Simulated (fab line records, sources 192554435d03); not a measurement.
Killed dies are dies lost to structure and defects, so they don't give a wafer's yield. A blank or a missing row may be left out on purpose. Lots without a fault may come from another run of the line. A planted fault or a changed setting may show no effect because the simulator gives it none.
Which tool did it? | flow n5_finfet | 22 lots, 66 wafers sampled, at 4 steps of a route of 1938

WHAT THE GAUGES READ, wafer by wafer
N5_BEOL_M10_CD_MEAS_28: target cd 70 nm. Usual: cd_nm 69.6 nm, standard deviation 1.2.
lot  | measured     | on        | cd_nm (nm)     | flag
L074 | day 10 02:55 | cd_sem-01 | 69.8 67.7 71.5 |
L076 | day 10 22:05 | cd_sem-03 | 69.1 69.4 68.5 |
L077 | day 10 21:55 | cd_sem-03 | 67.3 67.0 67.2 |
L075 | day 11 09:46 | cd_sem-02 | 69.1 69.6 69.8 |
L078 | day 11 13:38 | cd_sem-01 | 69.4 68.6 69.4 |
L079 | day 12 16:27 | cd_sem-03 | 70.5 70.2 68.9 |
L081 | day 12 18:59 | cd_sem-02 | 67.9 69.8 66.8 |
L083 | day 12 21:50 | cd_sem-01 | 70.8 70.2 70.0 |
L085 | day 13 19:46 | cd_sem-03 | 69.8 68.3 68.5 |
L084 | day 13 19:56 | cd_sem-03 | 70.2 69.8 69.4 |
L088 | day 14 03:09 | cd_sem-01 | 73.1 71.6 71.8 |
L087 | day 14 02:59 | cd_sem-01 | 69.9 69.5 70.3 |
L089 | day 14 06:35 | cd_sem-01 | 69.9 69.4 70.9 |
L086 | day 14 06:46 | cd_sem-02 | 71.6 70.1 70.7 |
L090 | day 14 13:27 | cd_sem-01 | 70.3 69.9 68.5 |
L091 | day 14 20:53 | cd_sem-02 | 68.3 68.7 68.5 |
L092 | day 15 05:31 | cd_sem-01 | 70.3 68.4 70.1 |
L093 | day 15 21:27 | cd_sem-03 | 69.2 70.2 69.0 |
L095 | day 16 09:56 | cd_sem-02 | 68.7 68.9 69.4 |
L094 | day 16 10:46 | cd_sem-02 | 71.0 70.8 71.3 |
L096 | day 16 14:07 | cd_sem-03 | 69.5 68.4 68.3 |
L097 | day 17 09:50 | cd_sem-02 | 68.8 68.9 70.1 |

WHICH TOOL RAN EACH LOT (tool, then ch and the chambers of the sampled wafers, then the start)
lot  | N5_BEOL_M9_CURE_72            | N5_BEOL_M9_DEP_56               | N5_BEOL_M10_ETCH_62
L074 | uv_cure-01 ch 1, day 9 19:25  | pecvd-03 ch 1,2, day 9 21:48    | rie_diel-01 ch 0,2,3, day 10 02:02
L076 | uv_cure-02 ch 0, day 10 10:30 | pecvd-01 ch 0, day 10 14:20     | rie_diel-02 ch 0,1,3, day 10 17:49
L077 | uv_cure-03 ch 0, day 10 13:28 | pecvd-04 ch 0,2, day 10 17:47   | rie_diel-02 ch 0,2,3, day 10 19:34
L075 | uv_cure-02 ch 1, day 11 00:16 | pecvd-01 ch 0,1,2, day 11 04:23 | rie_diel-02 ch 2,3, day 11 08:08
L078 | uv_cure-03 ch 1, day 11 07:46 | pecvd-04 ch 0,2, day 11 10:25   | rie_diel-02 ch 0,1, day 11 12:02
L079 | uv_cure-01 ch 2, day 12 10:01 | pecvd-01 ch 0,1,2, day 12 12:38 | rie_diel-01 ch 1,2,3, day 12 15:40
L081 | uv_cure-02 ch 0, day 12 11:53 | pecvd-04 ch 1,2, day 12 16:17   | rie_diel-02 ch 1,3, day 12 17:57
L083 | uv_cure-03 ch 0, day 12 15:05 | pecvd-04 ch 0,2, day 12 17:25   | rie_diel-02 ch 0,1,2, day 12 20:23
L085 | uv_cure-01 ch 1, day 13 10:47 | pecvd-01 ch 1,2, day 13 13:04   | rie_diel-02 ch 0,2,3, day 13 14:49
L084 | uv_cure-03 ch 0, day 13 13:49 | pecvd-04 ch 0,1, day 13 15:50   | rie_diel-06 ch 2,3, day 13 18:09
L088 | uv_cure-02 ch 2, day 13 18:41 | pecvd-03 ch 1,2, day 13 20:38   | rie_diel-01 ch 0,1,2, day 13 23:05
L087 | uv_cure-02 ch 1, day 13 20:31 | pecvd-01 ch 0,1,2, day 13 22:14 | rie_diel-06 ch 1,3, day 14 00:17
L089 | uv_cure-02 ch 2, day 13 22:13 | pecvd-04 ch 0,1, day 14 00:20   | rie_diel-06 ch 2,3, day 14 03:59
L086 | uv_cure-02 ch 2, day 13 22:31 | pecvd-01 ch 0,1,2, day 14 00:37 | rie_diel-01 ch 1,2,3, day 14 04:29
L090 | uv_cure-01 ch 1, day 14 07:22 | pecvd-04 ch 0,1,2, day 14 09:23 | rie_diel-01 ch 1,2,3, day 14 12:40
L091 | uv_cure-02 ch 2, day 14 11:53 | pecvd-04 ch 1,2, day 14 14:08   | rie_diel-06 ch 1,2,3, day 14 17:02
L092 | uv_cure-01 ch 1, day 14 21:41 | pecvd-04 ch 0,1,2, day 15 00:14 | rie_diel-02 ch 0,1,3, day 15 03:52
L093 | uv_cure-02 ch 2, day 15 12:08 | pecvd-04 ch 0,1,2, day 15 16:23 | rie_diel-01 ch 0,1,3, day 15 18:32
L095 | uv_cure-03 ch 0, day 16 02:22 | pecvd-04 ch 0,1, day 16 05:09   | rie_diel-02 ch 0,1,3, day 16 07:38
L094 | uv_cure-01 ch 2, day 16 05:22 | pecvd-04 ch 0,1, day 16 07:25   | rie_diel-01 ch 0,1,2, day 16 09:44
L096 | uv_cure-03 ch 1, day 16 05:47 | pecvd-01 ch 0,2, day 16 07:49   | rie_diel-06 ch 0,3, day 16 11:11
L097 | uv_cure-02 ch 2, day 17 01:49 | pecvd-04 ch 1,2, day 17 04:22   | rie_diel-06 ch 0,2, day 17 07:54
- N5_BEOL_M9_CURE_72: cures SiCOH lowk, time 120 s.
- N5_BEOL_M9_DEP_56: deposits SiCN from 3MS/NH3, target thk 15 nm, time 26.5 s.
- N5_BEOL_M10_ETCH_62: etches SOC in N2/H2, target depth 110 nm, overetch 22 nm, time 165 s.

WHAT THE TOOLS THEMSELVES READ (means of the sampled wafers that have a number; where no wafer has one, the mark that the record gives instead)
N5_BEOL_M9_CURE_72. Usual: lamp_power_pct 52.30 %, standard deviation 0.055; wafer_temp_C_max 371.5, standard deviation 0.46.
lot  | tool       | lamp_power_pct (%) | wafer_temp_C_max | flag
L074 | uv_cure-01 | 52.30              | 371.3            |
L076 | uv_cure-02 | 52.31              | 371.9            |
L077 | uv_cure-03 | 52.29              | 372.1            |
L075 | uv_cure-02 | 52.32              | 371.6            |
L078 | uv_cure-03 | 52.34              | 371.7            |
L079 | uv_cure-01 | 52.28              | 371.8            |
L081 | uv_cure-02 | 52.34              | 372.3            |
L083 | uv_cure-03 | 52.31              | 371.9            |
L085 | uv_cure-01 | 52.29              | 371.1            |
L084 | uv_cure-03 | 52.31              | 372.0            |
L088 | uv_cure-02 | 52.29              | 371.3            |
L087 | uv_cure-02 | 52.29              | 371.5            |
L089 | uv_cure-02 | 52.27              | 371.3            |
L086 | uv_cure-02 | 52.32              | 371.2            |
L090 | uv_cure-01 | 52.32              | 370.9            |
L091 | uv_cure-02 | 52.32              | 371.1            |
L092 | uv_cure-01 | 52.28              | 371.0            |
L093 | uv_cure-02 | 52.31              | 370.8            |
L095 | uv_cure-03 | 52.30              | 372.0            |
L094 | uv_cure-01 | 52.28              | 371.9            |
L096 | uv_cure-03 | 52.36              | 371.3            |
L097 | uv_cure-02 | 52.25              | 371.1            |

N5_BEOL_M9_DEP_56. Usual: rf_fwd_power_W 200.0 W, standard deviation 0.93; showerhead_plenum_p_Torr 3.662 Torr, standard deviation 0.012; throttle_valve_pct 9.1 %, standard deviation 0.49.
lot  | tool     | rf_fwd_power_W (W) | showerhead_plenum_p_Torr (Torr) | throttle_valve_pct (%) | flag
L074 | pecvd-03 | 200.4              | 3.679                           | 8.6                    |
L076 | pecvd-01 | 198.8              | 3.678                           | 9.1                    |
L077 | pecvd-04 | 201.1              | 3.653                           | 8.5                    |
L075 | pecvd-01 | 199.4              | 3.670                           | 9.3                    |
L078 | pecvd-04 | 200.0              | 3.662                           | 8.6                    |
L079 | pecvd-01 | 199.1              | 3.662                           | 9.2                    |
L081 | pecvd-04 | 199.9              | 3.662                           | 9.4                    |
L083 | pecvd-04 | 200.3              | 3.650                           | 8.7                    |
L085 | pecvd-01 | 199.4              | 3.662                           | 9.1                    |
L084 | pecvd-04 | 199.1              | 3.652                           | 9.3                    |
L088 | pecvd-03 | 200.4              | 3.683                           | 8.8                    |
L087 | pecvd-01 | 200.1              | 3.671                           | 9.3                    |
L089 | pecvd-04 | 200.0              | 3.645                           | 9.1                    |
L086 | pecvd-01 | 199.9              | 3.668                           | 9.1                    |
L090 | pecvd-04 | 200.6              | 3.660                           | 8.9                    |
L091 | pecvd-04 | 199.8              | 3.666                           | 9.3                    |
L092 | pecvd-04 | 200.3              | 3.660                           | 9.0                    |
L093 | pecvd-04 | 200.5              | 3.657                           | 9.0                    |
L095 | pecvd-04 | 199.7              | 3.651                           | 9.2                    |
L094 | pecvd-04 | 199.5              | 3.651                           | 9.0                    |
L096 | pecvd-01 | 199.5              | 3.675                           | 9.1                    |
L097 | pecvd-04 | 200.3              | 3.663                           | 9.3                    |

N5_BEOL_M10_ETCH_62. Usual: drypump_motor_current_A 5.5 A, standard deviation 0.34; oes_product_au 0.64 a.u., standard deviation 0.064; rf_fwd_power_W 837.3 W, standard deviation 2.5; rf_vpp_V 523.3 V, standard deviation 2.3; showerhead_plenum_p_Torr 2.52 Torr, standard deviation 0.08; throttle_valve_pct 18.01 %, standard deviation 0.26.
lot  | tool        | drypump_motor_current_A (A) | oes_product_au (a.u.) | rf_fwd_power_W (W) | rf_vpp_V (V) | showerhead_plenum_p_Torr (Torr) | throttle_valve_pct (%) | flag
L074 | rie_diel-01 | 5.7                         | 0.66                  | 836.9              | 523.5        | 2.55                            | 17.99                  |
L076 | rie_diel-02 | 5.5                         | 0.63                  | 838.6              | 523.0        | 2.54                            | 18.02                  |
L077 | rie_diel-02 | 5.5                         | 0.62                  | 838.9              | 522.1        | 2.49                            | 18.17                  |
L075 | rie_diel-02 | 5.2                         | 0.60                  | 836.1              | 524.0        | 2.56                            | 18.39                  |
L078 | rie_diel-02 | 5.6                         | 0.63                  | 838.7              | 522.6        | 2.50                            | 17.85                  |
L079 | rie_diel-01 | 5.7                         | 0.66                  | 835.8              | 524.1        | 2.54                            | 17.91                  |
L081 | rie_diel-02 | 5.1                         | 0.61                  | 839.2              | 524.2        | 2.61                            | 18.27                  |
L083 | rie_diel-02 | 5.6                         | 0.61                  | 839.0              | 521.4        | 2.45                            | 18.00                  |
L085 | rie_diel-02 | 5.5                         | 0.61                  | 836.5              | 521.9        | 2.48                            | 18.20                  |
L084 | rie_diel-06 | 5.4                         | 0.59                  | 837.9              | 523.7        | 2.54                            | 18.03                  |
L088 | rie_diel-01 | 5.7                         | 0.67                  | 838.3              | 523.8        | 2.56                            | 17.91                  |
L087 | rie_diel-06 | 5.7                         | 0.66                  | 838.2              | 520.6        | 2.45                            | 18.00                  |
L089 | rie_diel-06 | 5.6                         | 0.60                  | 835.4              | 522.0        | 2.48                            | 18.09                  |
L086 | rie_diel-01 | 5.7                         | 0.64                  | 834.8              | 524.0        | 2.53                            | 17.95                  |
L090 | rie_diel-01 | 5.7                         | 0.65                  | 836.9              | 523.6        | 2.53                            | 17.95                  |
L091 | rie_diel-06 | 5.4                         | 0.64                  | 837.1              | 522.2        | 2.50                            | 17.94                  |
L092 | rie_diel-02 | 5.5                         | 0.60                  | 837.2              | 523.4        | 2.52                            | 18.08                  |
L093 | rie_diel-01 | 5.8                         | 0.64                  | 834.8              | 524.2        | 2.53                            | 17.93                  |
L095 | rie_diel-02 | 5.5                         | 0.60                  | 837.6              | 523.4        | 2.52                            | 18.11                  |
L094 | rie_diel-01 | 5.7                         | 0.65                  | 837.4              | 524.1        | 2.55                            | 17.93                  |
L096 | rie_diel-06 | 5.4                         | 0.74                  | 835.0              | 524.5        | 2.53                            | 17.84                  |
L097 | rie_diel-06 | 5.2                         | 0.80                  | 838.3              | 525.9        | 2.59                            | 17.63                  |

THE ANSWER, worked out from the rows above alone
Rule: a lot is off if the mean of its wafers that have a number lies more than 3 standard deviations from the usual mean. A lot without any number at a reading at which 4 lots or more have one is off too. The other lots that the step has rows for count as sound. The gauges are gone through in route order, then the tools' own readings, and for those a lot's mean is taken as printed above. The first step at which some lot is off is used, and at that step the reading that is off furthest; a lot without a number counts as furthest.
No lot is off at any reading shown: from this, nothing can be told.

WHAT THE SIMULATOR HAD PUT IN
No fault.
